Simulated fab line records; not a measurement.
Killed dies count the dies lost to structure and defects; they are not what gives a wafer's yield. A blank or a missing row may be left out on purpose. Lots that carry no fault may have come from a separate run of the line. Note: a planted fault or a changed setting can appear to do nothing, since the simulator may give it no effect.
Chamber matching | flow nand_harc | pecvd-04 running NHARC_A_M1_DEP_33: 3 sister chambers
The step deposits SiCN, target thk 30 nm. 6 wafers are shown with their chamber, then 12 later ones without.

== WAFERS WITH THEIR CHAMBER ==
wafer  | chamber | heater_power_outer_w (W) | heater_power_w (W)
L084.3 | 2       | 322                      | 609
L085.1 | 2       | 327                      | 651
L085.6 | 0       | 351                      | 590
L088.2 | 0       | 334                      | 580
L088.3 | 1       | 337                      | 597
L088.5 | 1       | 324                      | 595

== WAFERS WITHOUT THEIR CHAMBER ==
wafer  | heater_power_outer_w (W) | heater_power_w (W)
L089.2 | 339                      | 617
L089.4 | 249                      | 524
L089.5 | 365                      | 632
L096.1 | 287                      | 528
L096.3 | 352                      | 593
L096.6 | 287                      | 525
L094.2 | 315                      | 603
L094.3 | 359                      | 623
L094.4 | 268                      | 493
L095.4 | 279                      | 527
L095.5 | 332                      | 654
L095.6 | 308                      | 526

== CHAMBER TAKEN BY EACH ==
wafer  | from the rows above          | in truth
L089.2 | can't be placed: 1 or 2 or 0 | 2
L089.4 | can't be placed: 1 or 2 or 0 | 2
L089.5 | can't be placed: 0 or 1 or 2 | 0
L096.1 | can't be placed: 1 or 0 or 2 | 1
L096.3 | can't be placed: 0 or 1      | 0
L096.6 | can't be placed: 1 or 0 or 2 | 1
L094.2 | can't be placed: 1 or 2 or 0 | 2
L094.3 | can't be placed: 0 or 1 or 2 | 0
L094.4 | can't be placed: 1 or 0 or 2 | 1
L095.4 | can't be placed: 1 or 2 or 0 | 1
L095.5 | can't be placed: 2 or 1      | 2
L095.6 | can't be placed: 1 or 0 or 2 | 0
Correct placement for 0 of the 12. Not placeable from these rows: 12 (in 12, the candidates include the true chamber). 0 placed wrongly.
How it was worked out, from the rows above alone: a wafer's distance from a chamber is the root of the sum, over the readings, of the square of ((its reading less the chamber's mean) divided by the reading's scatter). The wafer belongs to the nearest chamber; if the next one is less than 2 further off, it can't be placed. For every chamber, the mean is computed from those of its wafers that are shown. The scatter: take each reading less its chamber's mean, square it, sum over the shown wafers, divide by the number of wafers less the number of chambers, and take the root.
